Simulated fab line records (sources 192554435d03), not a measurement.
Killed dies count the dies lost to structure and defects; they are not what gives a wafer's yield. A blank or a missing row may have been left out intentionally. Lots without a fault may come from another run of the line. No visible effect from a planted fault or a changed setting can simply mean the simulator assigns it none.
fab line records ; flow n5Finfet
record lots=7; wafers=39
route steps=1938 shown BEOL_M13@1696
startH: hours from the record's first day to the start of the lot's first wafer shown ; waitH: hours elapsed since this lot's preceding step ; " same as the row above ; L1.1+2: a single row standing in for several wafers ; - no value, or no start given ; * or withheld: withheld ; < > ~ a bound
route shown NAME@n: a module of which the file shows steps, and the number in the route of the first ; usual: the fault-free wafers' mean and standard deviation ; same: alike in all rows ; chamber/n: place in a boat ; sites: each site's reading ; _std_site: standard deviation of those values ; _edge_site: inner sites' mean taken away from outer sites' mean ; radiusMm: how far each site lies from the wafer's centre ; mask NAME#n: copy n ; behind: the tool/chamber that last shaped the wafer ; hold: the reason the lot was held/the length of the hold in hours/how it ended ; device: the transistor (n, p or np) that didn't switch ; end of line: the route-end tests of the same wafers ; for a step that has no rows: nothing shown but its recipe ; killed: at the first sort, the dies lost to defects and structure; wafer yield is something else ; map: the dies of a wafer, with x for killed, . for not killed, _ for no die there
set.NAME: the setting that was run; set.NAME@STEP: the one run at that earlier step ; model.NAME: the simulator's own value behind a step, which no gauge read
lots where settings were altered on purpose, with a table for each step and a row for each wafer
## steps
# step N5_BEOL_M13_TRENCH_ETCH_34
# recipe chemistry=C4F8/O2/Ar; target=SiOC; targetDepthA=4134.7; maskMaterial=SOC; pressureMtorr=30; sourceW=3000; biasW=700; Ar_flow_sccm=400; C4F8_flow_sccm=15; O2_flow_sccm=8; heInnerTorr=15; heOuterTorr=30; timeS=162.6; ionEnergyEv=250
lot.wafer;tool;chamber;startH;waitH;set.targetDepthA;model.etch.depthNm
L077.1;rieDiel-01;1;300.80;0.0;2065;208.7
L077.2;rieDiel-01;3;300.80;0.0;2065;205.7
L077.3;rieDiel-01;0;300.80;0.0;4134.7;403.9
L077.4;rieDiel-01;2;300.80;0.0;4134.7;409.6
L077.5;rieDiel-01;2;300.80;0.0;2065;204.8
L077.6;rieDiel-01;1;300.80;0.0;4134.7;411.8
L082.1;rieDiel-02;3;307.62;0.0;4134.7;412.7
L082.2;rieDiel-02;0;307.62;0.0;1846;179.9
L082.3;rieDiel-02;1;307.62;0.0;4134.7;413
L082.4;rieDiel-02;1;307.62;0.0;4134.7;412.8
L082.5;rieDiel-02;0;307.62;0.0;1846;181.1
L082.6;rieDiel-02;3;307.62;0.0;1846;183.9
L086.1;rieDiel-02;3;361.58;0.0;4134.7;410.5
L086.2;rieDiel-02;1;361.58;0.0;4134.7;412.3
L086.3;rieDiel-02;2;361.58;0.0;4134.7;408
L086.4;rieDiel-02;3;361.58;0.0;4134.7;412.2
L086.5;rieDiel-02;1;361.58;0.0;4134.7;412.6
L086.6;rieDiel-02;2;361.58;0.0;4134.7;410.1
L089.1;rieDiel-04;2;391.38;0.0;4134.7;407.7
L089.2;rieDiel-04;3;391.38;0.0;4134.7;406.9
L089.3;rieDiel-04;1;391.38;0.0;5820;587.7
L089.4;rieDiel-04;0;391.38;0.0;5820;580.6
L089.5;rieDiel-04;3;391.38;0.0;4134.7;409.9
L089.6;rieDiel-04;0;391.38;0.0;5820;583.5
L094.1;rieDiel-02;2;406.51;0.0;4134.7;403.9
L094.3;rieDiel-02;1;406.51;0.0;4134.7;406.3
L094.6;rieDiel-02;0;406.51;0.0;4134.7;415.2
L090.1;rieDiel-01;3;416.59;0.0;4134.7;405.5
L090.2;rieDiel-01;2;416.59;0.0;4134.7;405.2
L090.3;rieDiel-01;0;416.59;0.0;4134.7;400.4
L090.4;rieDiel-01;1;416.59;0.0;4134.7;408.7
L090.5+6;rieDiel-01;0,3;416.59;0.0;4134.7;401.3
L095.1;rieDiel-02;2;424.28;0.0;4134.7;411.1
L095.2;rieDiel-02;0;424.28;0.0;6130;619
L095.3;rieDiel-02;1;424.28;0.0;4134.7;411.8
L095.4;rieDiel-02;3;424.28;0.0;4134.7;410.1
L095.5;rieDiel-02;0;424.28;0.0;6130;621.1
L095.6;rieDiel-02;3;424.28;0.0;6130;606.9
# step N5_BEOL_M13_STRIP_70
# recipe chemistry=C4F8/O2/Ar; resist=SiARC; rfFrequencyHz=6e+07
# step N5_BEOL_M13_OCD_MEAS_35
# usual trenchDepthNm=410/4.2
lot.wafer;tool;chamber;startH;waitH;set.targetDepthA@BEOL_M13_TRENCH_ETCH_34;trenchDepthNm
L077.1;ocd-01;-;300.98;0.0;2065;209
L077.2;ocd-01;-;300.98;0.0;2065;205
L077.3;ocd-01;-;300.98;0.0;4134.7;403
L077.4;ocd-01;-;300.98;0.0;4134.7;410
L077.5;ocd-01;-;300.98;0.0;2065;205
L077.6;ocd-01;-;300.98;0.0;4134.7;412
L082.1;ocd-01;-;307.80;0.0;4134.7;413
L082.2;ocd-01;-;307.80;0.0;1846;180
L082.3;ocd-01;-;307.80;0.0;4134.7;413
L082.4;ocd-01;-;307.80;0.0;4134.7;413
L082.5;ocd-01;-;307.80;0.0;1846;181
L082.6;ocd-01;-;307.80;0.0;1846;184
L086.1;ocd-02;-;361.75;0.0;4134.7;411
L086.2;ocd-02;-;361.75;0.0;4134.7;413
L086.3;ocd-02;-;361.75;0.0;4134.7;408
L086.4;ocd-02;-;361.75;0.0;4134.7;412
L086.5;ocd-02;-;361.75;0.0;4134.7;413
L086.6;ocd-02;-;361.75;0.0;4134.7;410
L089.1;ocd-01;-;391.55;0.0;4134.7;408
L089.2;ocd-01;-;391.55;0.0;4134.7;407
L089.3;ocd-01;-;391.55;0.0;5820;588
L089.4;ocd-01;-;391.55;0.0;5820;580
L089.5;ocd-01;-;391.55;0.0;4134.7;410
L089.6;ocd-01;-;391.55;0.0;5820;584
L094.1;ocd-01;-;406.69;0.0;4134.7;404
L094.3;ocd-01;-;406.69;0.0;4134.7;407
L094.6;ocd-01;-;406.69;0.0;4134.7;415
L090.1;ocd-01;-;416.76;0.0;4134.7;405
L090.2;ocd-01;-;416.76;0.0;4134.7;405
L090.3;ocd-01;-;416.76;0.0;4134.7;400
L090.4;ocd-01;-;416.76;0.0;4134.7;408
L090.5;ocd-01;-;416.76;0.0;4134.7;401
L090.6;ocd-01;-;416.76;0.0;4134.7;402
L095.1;ocd-01;-;424.46;0.0;4134.7;411
L095.2;ocd-01;-;424.46;0.0;6130;619
L095.3;ocd-01;-;424.46;0.0;4134.7;412
L095.4;ocd-01;-;424.46;0.0;4134.7;410
L095.5;ocd-01;-;424.46;0.0;6130;621
L095.6;ocd-01;-;424.46;0.0;6130;607
# step N5_BEOL_M13_STRIP_37
# recipe chemistry=N2/H2; powerW=1000; tempC=250; h2Frac=0.65; overashFraction=0.3; pressureMtorr=withheld; n2FlowSccm=1750; h2FlowSccm=3250
# step N5_BEOL_M13_ETCH_38
# recipe chemistry=CF4/N2; target=SiCN; targetDepthA=675; taperDeg=2; timeS=71.9; ionEnergyEv=150; maskMaterial=SiO2; pressureMtorr=40; sourceW=430; biasW=70; Ar_flow_sccm=100; cf4FlowSccm=60; n2FlowSccm=60
# step N5_BEOL_M13_ECD_47
# recipe material=Cu; targetThkA=9360
# step N5_BEOL_M13_ANNEAL_48
# recipe tempC=225; timeS=90; ambient=N2
# step N5_BEOL_M13_CMP_49
# recipe stopOn=SiOC; tOverpolishS=17.1; downForcePsi=1; platenRpm=50; clearingPlatenDownForcePsi=1.5; clearingPlatenRpm=50; postCmpClean=cuAlkaline; targetThkNm=420; clearingPlatenPadVelocityMS=0.99484; padVelocityMS=0.99484
lot.wafer;tool;chamber;startH;waitH;set.targetDepthA@BEOL_M13_TRENCH_ETCH_34;model.Cu_of_BEOL_M13_ECD_47.thkNm
L077.3;cmp-04;1;304.11;0.4;4134.7;409.4
L077.2;cmp-04;2;304.11;0.4;2065;211.2
L077.1;cmp-04;3;304.11;0.4;2065;213.8
L077.4;cmp-04;0;304.11;0.4;4134.7;415.6
L077.6;cmp-04;1;304.11;0.4;4134.7;417.4
L077.5;cmp-04;2;304.11;0.4;2065;210.6
L082.2;cmp-03;3;309.83;0.2;1846;187.4
L082.4;cmp-03;0;309.83;0.2;4134.7;419.4
L082.3;cmp-03;1;309.83;0.2;4134.7;419
L082.1;cmp-03;2;309.83;0.2;4134.7;419.8
L082.5;cmp-03;3;309.83;0.2;1846;188.2
L082.6;cmp-03;0;309.83;0.2;1846;190.4
L086.1;cmp-03;0;364.90;0.3;4134.7;416.4
L086.2+5;cmp-03;1,0;364.90;0.3;4134.7;418.6
L086.4;cmp-03;2;364.90;0.3;4134.7;418.4
L086.3;cmp-03;3;364.90;0.3;4134.7;415
L086.6;cmp-03;1;364.90;0.3;4134.7;416.8
L089.1;cmp-03;0;392.93;0.3;4134.7;414
L089.2;cmp-03;1;392.93;0.3;4134.7;412.4
L089.4;cmp-03;2;392.93;0.3;5820;585.2
L089.3;cmp-03;3;392.93;0.3;5820;594
L089.6;cmp-03;0;392.93;0.3;5820;589
L089.5;cmp-03;1;392.93;0.3;4134.7;416.2
L094.1;cmp-03;1;412.82;0.3;4134.7;409.4
L094.3;cmp-03;3;412.82;0.3;4134.7;411.8
L094.6;cmp-03;1;412.82;0.3;4134.7;420.4
L090.1;cmp-02;3;418.27;0.3;4134.7;412.4
L090.3;cmp-02;0;418.27;0.3;4134.7;406
L090.2;cmp-02;1;418.27;0.3;4134.7;412.8
L090.4;cmp-02;2;418.27;0.3;4134.7;413.6
L090.5;cmp-02;3;418.27;0.3;4134.7;408.2
L090.6;cmp-02;0;418.27;0.3;4134.7;408.4
L095.2;cmp-02;3;437.36;0.4;6130;624.2
L095.3;cmp-02;0;437.36;0.4;4134.7;417.8
L095.1;cmp-02;1;437.36;0.4;4134.7;417.6
L095.4;cmp-02;2;437.36;0.4;4134.7;416
L095.6;cmp-02;3;437.36;0.4;6130;613.8
L095.5;cmp-02;0;437.36;0.4;6130;628.8
# step N5_BEOL_M13_THK_MEAS_50
# recipe thkMeasGauge=xrf; reads=Cu_of_BEOL_M13_ECD_47
# usual M13_THK=418/5.1
lot.wafer;tool;chamber;startH;waitH;set.targetDepthA@BEOL_M13_TRENCH_ETCH_34;M13_THK[nm]
L077.1;filmMetro-01;-;304.40;-;2065;213
L077.2;filmMetro-01;-;304.40;-;2065;211
L077.3;filmMetro-01;-;304.40;-;4134.7;410
L077.4;filmMetro-01;-;304.40;-;4134.7;416
L077.5;filmMetro-01;-;304.40;-;2065;210
L077.6;filmMetro-01;-;304.40;-;4134.7;416
L082.1;filmMetro-01;-;310.13;-;4134.7;419
L082.2;filmMetro-01;-;310.13;-;1846;187
L082.3;filmMetro-01;-;310.13;-;4134.7;419
L082.4;filmMetro-01;-;310.13;-;4134.7;421
L082.5;filmMetro-01;-;310.13;-;1846;187
L082.6;filmMetro-01;-;310.13;-;1846;190
L086.1;filmMetro-02;-;365.20;-;4134.7;423
L086.2;filmMetro-02;-;365.20;-;4134.7;427
L086.3;filmMetro-02;-;365.20;-;4134.7;422
L086.4;filmMetro-02;-;365.20;-;4134.7;427
L086.5;filmMetro-02;-;365.20;-;4134.7;425
L086.6;filmMetro-02;-;365.20;-;4134.7;421
L089.1;filmMetro-01;-;393.22;-;4134.7;416
L089.2;filmMetro-01;-;393.22;-;4134.7;414
L089.3;filmMetro-01;-;393.22;-;5820;599
L089.4;filmMetro-01;-;393.22;-;5820;585
L089.5;filmMetro-01;-;393.22;-;4134.7;419
L089.6;filmMetro-01;-;393.22;-;5820;593
L094.1;filmMetro-01;-;413.12;-;4134.7;409
L094.3;filmMetro-01;-;413.12;-;4134.7;414
L094.6;filmMetro-01;-;413.12;-;4134.7;424
L090.1;filmMetro-02;-;418.56;-;4134.7;417
L090.2;filmMetro-02;-;418.56;-;4134.7;418
L090.3;filmMetro-02;-;418.56;-;4134.7;409
L090.4;filmMetro-02;-;418.56;-;4134.7;418
L090.5;filmMetro-02;-;418.56;-;4134.7;413
L090.6;filmMetro-02;-;418.56;-;4134.7;411
L095.1;filmMetro-01;-;437.66;-;4134.7;415
L095.2;filmMetro-01;-;437.66;-;6130;622
L095.3;filmMetro-01;-;437.66;-;4134.7;414
L095.4;filmMetro-01;-;437.66;-;4134.7;413
L095.5;filmMetro-01;-;437.66;-;6130;628
L095.6;filmMetro-01;-;437.66;-;6130;614
# step N5_BEOL_M13_PRE_CLEAN_52
# recipe gas=NH3; timeS=15; tempC=withheld; rfPowerW=300
# step N5_BEOL_M13_DEP_53
# recipe material=SiCN; targetThkA=500; tempC=withheld; precursor=3MS/NH3; pressureTorr=3; rfW=675; timeS=17.8
# step N5_BEOL_M13_RS_MEAS_54
# recipe thkMeasGauge=four-point-probe; reads=Cu_of_BEOL_M13_ECD_47+Ta_of_BEOL_M13_SPUTTER_44+TaN_of_BEOL_M13_SPUTTER_43
# usual M13_RS=0.0453/0.00051
lot.wafer;tool;chamber;startH;waitH;set.targetDepthA@BEOL_M13_TRENCH_ETCH_34;M13_RS[ohm/sq]
L077.1;filmMetro-01;-;304.53;0.0;2065;0.0912
L077.2;filmMetro-01;-;304.53;0.0;2065;0.0924
L077.3;filmMetro-01;-;304.53;0.0;4134.7;0.0461
L077.4;filmMetro-01;-;304.53;0.0;4134.7;0.0454
L077.5;filmMetro-01;-;304.53;0.0;2065;0.0926
L077.6;filmMetro-01;-;304.53;0.0;4134.7;0.0452
L082.1;filmMetro-02;-;310.26;0.0;4134.7;0.0448
L082.2;filmMetro-02;-;310.26;0.0;1846;0.1048
L082.3;filmMetro-02;-;310.26;0.0;4134.7;0.0448
L082.4;filmMetro-02;-;310.26;0.0;4134.7;0.0449
L082.5;filmMetro-02;-;310.26;0.0;1846;0.1042
L082.6;filmMetro-02;-;310.26;0.0;1846;0.1031
L086.1;filmMetro-01;-;365.35;0.1;4134.7;0.0454
L086.2;filmMetro-01;-;365.35;0.1;4134.7;0.0450
L086.3;filmMetro-01;-;365.35;0.1;4134.7;0.0455
L086.4;filmMetro-01;-;365.35;0.1;4134.7;0.0451
L086.5;filmMetro-01;-;365.35;0.1;4134.7;0.0451
L086.6;filmMetro-01;-;365.35;0.1;4134.7;0.0453
L089.1;filmMetro-02;-;393.35;0.0;4134.7;0.0454
L089.2;filmMetro-02;-;393.35;0.0;4134.7;0.0457
L089.3;filmMetro-02;-;393.35;0.0;5820;0.0314
L089.4;filmMetro-02;-;393.35;0.0;5820;0.0319
L089.5;filmMetro-02;-;393.35;0.0;4134.7;0.0453
L089.6;filmMetro-02;-;393.35;0.0;5820;0.0317
L094.1;filmMetro-01;-;413.25;0.0;4134.7;0.0461
L094.3;filmMetro-01;-;413.25;0.0;4134.7;0.0458
L094.6;filmMetro-01;-;413.25;0.0;4134.7;0.0449
L090.1;filmMetro-01;-;418.69;0.0;4134.7;0.0458
L090.2;filmMetro-01;-;418.69;0.0;4134.7;0.0458
L090.3;filmMetro-01;-;418.69;0.0;4134.7;0.0466
L090.4;filmMetro-01;-;418.69;0.0;4134.7;0.0457
L090.5;filmMetro-01;-;418.69;0.0;4134.7;0.0462
L090.6;filmMetro-01;-;418.69;0.0;4134.7;0.0463
L095.1;filmMetro-02;-;437.82;0.1;4134.7;0.0452
L095.2;filmMetro-02;-;437.82;0.1;6130;0.0299
L095.3;filmMetro-02;-;437.82;0.1;4134.7;0.0451
L095.4;filmMetro-02;-;437.82;0.1;4134.7;0.0453
L095.5;filmMetro-02;-;437.82;0.1;6130;0.0297
L095.6;filmMetro-02;-;437.82;0.1;6130;0.0303
## key
split step=N5_BEOL_M13_TRENCH_ETCH_34; setting=targetDepthA; stated=4134.7; by=wafer
response step=N5_BEOL_M13_TRENCH_ETCH_34; reading=model.etch.depthNm; change=+4.18; per=1%; r=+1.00
response step=N5_BEOL_M13_OCD_MEAS_35; reading=trenchDepthNm; change=+4.18; per=1%; r=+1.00
response step=N5_BEOL_M13_CMP_49; reading=model.Cu_of_BEOL_M13_ECD_47.thkNm; change=+4.18; per=1%; r=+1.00
response step=N5_BEOL_M13_THK_MEAS_50; reading=M13_THK; change=+4.2; per=1%; r=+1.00
response step=N5_BEOL_M13_RS_MEAS_54; reading=M13_RS; change=-0.000722; per=1%; r=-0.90
